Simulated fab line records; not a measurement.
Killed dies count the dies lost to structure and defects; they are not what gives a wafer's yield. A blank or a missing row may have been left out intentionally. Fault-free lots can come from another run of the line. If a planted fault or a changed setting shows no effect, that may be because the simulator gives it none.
Matching of chambers + flow nand_harc + NHARC_A_CONTACT_ALD_18 on ald_metal-02 has 4 sister chambers
The step deposits TiN, target thk 3 nm, pulse time 1 s, ald cycles 150. 4 wafers are shown with their chamber, then 10 later ones without.

== WAFERS PAIRED WITH THEIR CHAMBERS ==
| wafer  | chamber | heater_power_w (W) |
|--------|---------|--------------------|
| L086.3 | 2       | 1135               |
| L086.4 | 3       | 1025               |
| L089.3 | 1       | 1230               |
| L089.5 | 0       | 1150               |

== WAFERS WITH NO CHAMBER GIVEN ==
| wafer  | heater_power_w (W) |
|--------|--------------------|
| L089.6 | 1017               |
| L091.2 | 987                |
| L091.3 | 1131               |
| L091.4 | 1153               |
| L090.2 | 1176               |
| L090.5 | 1266               |
| L090.6 | 1187               |
| L094.2 | 1156               |
| L094.3 | 1152               |
| L094.5 | 1172               |

== WHICH CHAMBER EACH ONE RAN IN ==
| wafer  | from the rows above          | in truth |
|--------|------------------------------|----------|
| L089.6 | 3                            | 3        |
| L091.2 | 3                            | 3        |
| L091.3 | can't be placed: 2 or 0      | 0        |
| L091.4 | can't be placed: 0 or 2      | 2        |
| L090.2 | can't be placed: 0 or 2 or 1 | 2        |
| L090.5 | 1                            | 1        |
| L090.6 | can't be placed: 0 or 1 or 2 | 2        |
| L094.2 | can't be placed: 0 or 2      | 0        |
| L094.3 | can't be placed: 0 or 2      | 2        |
| L094.5 | can't be placed: 0 or 2 or 1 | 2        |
Correct placement for 3 of the 10. These rows do not allow placing 7 (true chamber among the candidates in 7). Number placed wrongly: 0.
How it was worked out, from the rows above alone: a wafer's distance from a chamber is the root of the sum, over the readings, of the square of ((its reading less the chamber's mean) divided by the reading's scatter). The wafer belongs to the nearest chamber; if the next one is less than 2 further off, it can't be placed. The mean given for a chamber averages the wafers shown for that chamber. The scatter: root of mean squared gap, hidden wafer to nearest shown wafer, with one shown wafer a chamber.
